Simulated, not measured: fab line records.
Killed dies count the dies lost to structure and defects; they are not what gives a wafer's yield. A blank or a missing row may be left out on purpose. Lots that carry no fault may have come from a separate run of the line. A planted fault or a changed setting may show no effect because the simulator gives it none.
fab line records	flow n5-finfet	part 2 of 2: steps 24 to 30 of 30
[record] lots = 5	wafers = 15	last-day = 17
route steps=1938 shown MIM_BOT_LITHO@1864 MIM_BOT_ETCH@1866 PASS1_CAP@1873 TV_LITHO@1875 TV_OPEN@1887 PAD_METAL@1893
lots that met no fault: taken from a fault-free run of the same line
start-h: hours from the record's first day to the start of the lot's first wafer shown	wait-h: hours from the lot's prior step to this one	" same as the row above	L1.1+2: one row covering several wafers at once	- no value, or no start was given	* or withheld: withheld	< > ~ a bound
route shown NAME@n: names a module that has steps shown in the file, with the first one's number in the route	usual: the fault-free wafers' mean and standard deviation	same: alike in all rows	chamber/n: place in a boat	sites: the reading at each site	_std_site: standard deviation of those values	_edge_site: mean of outer sites minus mean of inner sites	radius-mm: how far each site lies from the wafer's centre	mask NAME#n: copy n	behind: the last tool/chamber to shape the wafer	hold: why the lot went on hold/how many hours it stayed there/how the hold came to an end	device: transistor that didn't switch, given as n, p or np	end of line: tests of these same wafers at the route's end	a step with no rows: only its recipe	killed: the dies lost at the first sort to structure and to defects; this is not the yield of the wafer	map: dies across one wafer; x = killed, . = not, _ = none there
set.NAME: setting as actually run; set.NAME@STEP: the setting as run at that earlier step	model.NAME: the simulator's own value behind a step, which no gauge read
lots at selected steps of the route; one table per step, one row per wafer
services: the hour from which a tool's chamber was out of use, counted from the record's first day as start-h (under 0 if before that day), plus the number of hours and why
[[steps]]
[step N5_PASSIVATION_PASS_ETCH_74]
[recipe] chemistry = CF4/O2	target = SiNx	target-depth-a = 2200	time-s = 110	ion-energy-ev = 100	pressure-mtorr = 40	source-w = 535	bias-w = 49	Ar_flow_sccm = 100	cf4-flow-sccm = 100	O2_flow_sccm = 10
[usual] drypump-motor-current-A = 5.8/0.61	oes_ar_750_au = 0.81/0.086	oes-product-au = 0.82/0.09	rf-vpp-V = 240.7/2.7	showerhead-plenum-p-Torr = 2.22/0.078	throttle-valve-pct = 15.94/0.18
lot.wafer	tool	chamber	start-h	wait-h	drypump-motor-current-A	oes_ar_750_au	oes-product-au	rf-hours-counter-h	rf-vpp-V	showerhead-plenum-p-Torr	throttle-valve-pct
L075.2	rie-diel-04	1	286.03	0.0	5.4	0.88	0.89	39	242.8	2.25	15.90
L075.4	"	0	"	"	5.4	0.75	0.75	193	238.0	2.28	16.22
L075.5	"	3	"	"	6.8	0.66	0.67	-	236.7	2.09	16.00
L080.2	rie-diel-04	1	303.01	0.0	5.4	0.87	0.87	46	241.9	2.24	15.91
L080.4	"	2	"	"	6.1	0.94	0.94	-	239.8	2.17	15.76
L080.6	"	0	"	"	5.4	0.74	0.73	-	239.1	2.28	16.21
L081.3	rie-diel-04	0	311.02	0.0	5.4	0.74	0.73	202	239.0	2.28	16.22
L081.4	"	0	"	"	5.4	0.73	0.74	-	237.2	2.28	16.23
L081.6	"	2	"	"	6.1	0.94	0.95	-	241.6	2.17	15.79
L094.2	rie-diel-04	2	392.71	0.0	6.1	0.88	0.90	42	240.0	2.16	15.83
L094.5	"	0	"	"	5.4	0.72	0.72	-	237.6	2.27	16.30
L094.6	"	3	"	"	6.7	0.91	0.92	-	241.4	2.34	15.56
L095.1	rie-diel-01	3	409.67	0.0	6.2	0.72	0.72	175	242.8	2.11	15.93
L095.5	"	2	"	"	6.5	0.84	0.86	-	239.5	2.14	15.99
L095.6	"	1	"	"	4.7	0.84	0.84	-	242.2	2.23	15.99
[step N5_PASSIVATION_VIA_ETCH_13]
[recipe] chemistry = CHF3/O2	target = SiO2	target-depth-a = 6600	CHF3_flow_sccm = 50	O2_flow_sccm = 5	Ar_flow_sccm = 200	time-s = 330	mask-material = PR	pressure-mtorr = 30	source-w = 650	bias-w = 170	ion-energy-ev = 200	ends = cleared
[usual] drypump-motor-current-A = 5.8/0.62	etch-rf-on-time-s = 235/4	oes_ar_750_au = 0.81/0.085	oes-product-au = 0.74/0.08	rf-vpp-V = 524/5.6	showerhead-plenum-p-Torr = 2.43/0.087	throttle-valve-pct = 18.84/0.18
lot.wafer	tool	chamber	start-h	wait-h	drypump-motor-current-A	etch-rf-on-time-s	oes_ar_750_au	oes-product-au	rf-hours-counter-h	rf-vpp-V	showerhead-plenum-p-Torr	throttle-valve-pct
L075.2	rie-diel-04	1	286.12	0.0	5.4	227	0.88	0.80	39	527	2.46	18.86
L075.4	"	0	"	"	5.3	242	0.75	0.67	193	518	2.50	19.13
L075.5	"	3	"	"	6.8	240	0.66	0.60	-	517	2.28	18.79
L080.2	rie-diel-04	1	303.10	0.0	5.4	232	0.87	0.78	46	527	2.46	18.88
L080.4	"	2	"	"	6.1	235	0.94	0.86	-	522	2.37	18.69
L080.6	"	0	"	"	5.3	244	0.74	0.67	-	518	2.49	19.14
L081.3	rie-diel-04	0	311.11	0.0	5.4	239	0.74	0.66	202	518	2.49	19.12
L081.4	"	0	"	"	5.4	243	0.73	0.66	-	518	2.49	19.15
L081.6	"	2	"	"	6.1	240	0.94	0.85	-	523	2.36	18.71
L094.2	rie-diel-04	2	392.80	0.0	6.1	231	0.90	0.80	43	523	2.35	18.75
L094.5	"	0	"	"	5.4	239	0.72	0.64	-	519	2.48	19.16
L094.6	"	3	"	"	6.8	232	0.91	0.83	-	525	2.56	18.44
L095.1	rie-diel-01	3	409.76	0.0	6.2	235	0.71	0.65	175	530	2.30	18.79
L095.5	"	2	"	"	6.6	237	0.84	0.75	-	523	2.35	18.92
L095.6	"	1	"	"	4.7	235	0.84	0.76	-	526	2.45	18.94
[step N5_PASSIVATION_STRIP_14]
[recipe] chemistry = O2	power-w = 600	temp-c = 60	pressure-mtorr = 30	rf-frequency-hz = 6e+07	bias-power-w = 0	overash-fraction = 0.5	o2-flow-sccm = 225
[usual] drypump-motor-current-A = 5.8/0.61	oes-product-au = 0.81/0.088	rf-vpp-V = 3.7/0.9	showerhead-plenum-p-Torr = 2.11/0.078	throttle-valve-pct = 16.61/0.18
lot.wafer	tool	chamber	start-h	wait-h	drypump-motor-current-A	oes-product-au	rf-hours-counter-h	rf-vpp-V	showerhead-plenum-p-Torr	throttle-valve-pct
L075.2	rie-diel-04	1	286.32	0.1	5.4	0.88	39	3.8	2.13	16.54
L075.4	"	0	"	"	5.4	0.75	193	4.2	2.16	16.81
L075.5	"	3	"	"	6.8	0.66	-	2.5	1.98	16.63
L080.2	rie-diel-04	1	303.30	0.1	5.4	0.86	46	3.5	2.12	16.53
L080.4	"	2	"	"	6.1	0.95	-	5.9	2.06	16.47
L080.6	"	0	"	"	5.4	0.73	-	3.1	2.16	16.83
L081.3	rie-diel-04	0	311.31	0.1	5.4	0.75	202	3.8	2.16	16.87
L081.4	"	0	"	"	5.4	0.72	-	4.7	2.16	16.87
L081.6	"	2	"	"	6.1	0.96	-	4.5	2.06	16.48
L094.2	rie-diel-04	2	393.00	0.1	6.1	0.89	43	4.0	2.05	16.54
L094.5	"	0	"	"	5.4	0.71	-	4.3	2.15	16.95
L094.6	"	3	"	"	6.7	0.92	-	3.0	2.23	16.24
L095.1	rie-diel-01	3	409.96	0.1	6.2	0.72	175	3.2	2.00	16.56
L095.5	"	2	"	"	6.5	0.85	-	2.2	2.05	16.73
L095.6	"	1	"	"	4.7	0.84	-	3.9	2.12	16.65
[step N5_PASSIVATION_ETCH_15]
[recipe] chemistry = CF4/N2	target = SiCN	target-depth-a = 750	taper-deg = 2	time-s = 81.2	ion-energy-ev = 150	mask-material = SiNx	pressure-mtorr = 40	source-w = 430	bias-w = 70	Ar_flow_sccm = 100	cf4-flow-sccm = 60	n2-flow-sccm = 60
[usual] drypump-motor-current-A = 5.8/0.62	oes-product-au = 0.81/0.09	rf-vpp-V = 382.7/2	showerhead-plenum-p-Torr = 2.23/0.079	throttle-valve-pct = 15.39/0.19
lot.wafer	tool	chamber	start-h	wait-h	drypump-motor-current-A	oes-product-au	rf-hours-counter-h	rf-vpp-V	showerhead-plenum-p-Torr	throttle-valve-pct
L075.2	rie-diel-04	1	-	-	5.4	0.89	39	383.6	2.25	15.34
L075.4	"	0	"	"	5.3	0.73	193	384.3	2.28	15.68
L075.5	"	3	"	"	6.8	0.66	-	378.8	2.09	15.43
L080.2	rie-diel-04	1	-	-	5.4	0.88	46	382.6	2.25	15.36
L080.4	"	2	"	"	6.1	0.96	-	380.6	2.17	15.20
L080.6	"	0	"	"	5.4	0.73	-	383.5	2.28	15.70
L081.3	rie-diel-04	0	-	-	5.4	0.73	202	383.7	2.28	15.68
L081.4	"	0	"	"	5.4	0.73	-	384.1	2.28	15.70
L081.6	"	2	"	"	6.1	0.93	-	381.1	2.16	15.21
L094.2	rie-diel-04	2	-	-	6.1	0.89	43	380.9	2.16	15.26
L094.5	"	0	"	"	5.4	0.72	-	383.9	2.27	15.75
L094.6	"	3	"	"	6.7	0.92	-	385.5	2.34	15.00
L095.1	rie-diel-01	3	-	-	6.2	0.72	175	380.8	2.11	15.39
L095.5	"	2	"	"	6.6	0.85	-	380.2	2.15	15.47
L095.6	"	1	"	"	4.7	0.84	-	382.5	2.24	15.45
[step N5_PASSIVATION_STRIP_73]
[recipe] chemistry = post-etch-residue-remover	time-s = 60	temp-c = 25	remover-ph = withheld	remover-water-wt-pct = withheld	remover-fluoride-wt-pct = withheld
lot.wafer	tool	chamber	start-h	wait-h
L075.2+4+5	wet-bench-05	1,2,0	286.48	-
L080.2+4+6	wet-bench-02	5,7,6	303.45	-
L081.3+4+6	wet-bench-05	7,6,0	311.46	-
L094.2+5+6	wet-bench-02	4,7,6	393.16	-
L095.1+5+6	wet-bench-02	2,3,7	410.11	-
[step N5_PASSIVATION_SRD_17]
[recipe] time-s = 30	temp-c = 23	rinse-liquid = diw	dry = n2-spin	spin-rpm = 1500	dry-time-s = 30
[usual] do-supply-ppb = 9.99/0.097	spin-rpm = 1499.9/0.83
lot.wafer	tool	chamber	start-h	wait-h	do-supply-ppb	spin-rpm
L075.2	wet-bench-05	1	286.49	0.0	9.92	1500.8
L075.4	"	2	"	"	10.11	1499.7
L075.5	"	0	"	"	9.86	1500.4
L080.2	wet-bench-02	5	303.48	0.0	9.91	1499.5
L080.4	"	7	"	"	9.99	1500.7
L080.6	"	6	"	"	9.94	1499.6
L081.3	wet-bench-05	7	311.48	0.0	10.02	1501.3
L081.4	"	6	"	"	9.95	1498.0
L081.6	"	0	"	"	9.96	1499.7
L094.2	wet-bench-02	4	393.18	0.0	9.86	1500.6
L094.5	"	7	"	"	10.01	1501.2
L094.6	"	6	"	"	10.03	1500.6
L095.1	wet-bench-02	2	410.13	0.0	9.88	1500.2
L095.5	"	3	"	"	10.05	1500.5
L095.6	"	7	"	"	9.96	1499.4
[step N5_PASSIVATION_DEGAS_18]
[recipe] ambient = vacuum	temp-c = 300	time-s = 60
[usual] heater-power-w = 439/40
lot.wafer	tool	chamber	start-h	wait-h	heater-power-w
L075.2	pvd-sputter-01	-	286.89	0.4	446
L075.4	"	-	"	"	376
L075.5	"	-	"	"	422
L080.2	pvd-sputter-03	-	303.69	0.2	474
L080.4	"	-	"	"	415
L080.6	"	-	"	"	400
L081.3	pvd-sputter-02	-	312.15	0.6	459
L081.4	"	-	"	"	395
L081.6	"	-	"	"	449
L094.2	pvd-sputter-02	-	393.47	0.3	516
L094.5	"	-	"	"	444
L094.6	"	-	"	"	395
L095.1	pvd-sputter-02	-	410.83	0.7	399
L095.5	"	-	"	"	441
L095.6	"	-	"	"	464
[[services]]
tool	chamber	start-h	hours	kind
rie-diel-01	3	284.47	7.4	repair
krf-scanner-01	-	301.17	0.5	repair
rie-metal-01	1	302.94	43.3	repair
rie-diel-05	0	304.59	5.7	repair
rie-diel-06	3	310.47	18.0	repair
krf-scanner-02	-	320.11	0.8	pm
wet-bench-01	-	320.97	1.9	repair
krf-scanner-01	-	335.24	4.0	pm
pvd-sputter-01	-	352.67	1.6	repair
krf-scanner-02	-	359.05	1.3	pm
krf-scanner-02	-	361.65	1.0	pm
krf-scanner-01	-	363.57	1.3	repair
krf-scanner-02	-	373.34	0.3	repair
rie-metal-03	-	373.53	2.8	pm
wet-bench-01	-	373.61	1.9	pm
krf-scanner-01	-	375.49	1.0	pm
krf-scanner-01	-	379.55	0.5	repair
rie-diel-06	2	382.78	5.8	repair
rie-diel-05	0	383.06	16.6	repair
krf-scanner-02	-	384.79	0.6	repair
rie-metal-01	-	388.84	0.7	repair
krf-scanner-01	-	401.62	0.6	repair
pecvd-02	-	404.79	1.6	repair
rie-diel-02	0	404.97	10.5	repair
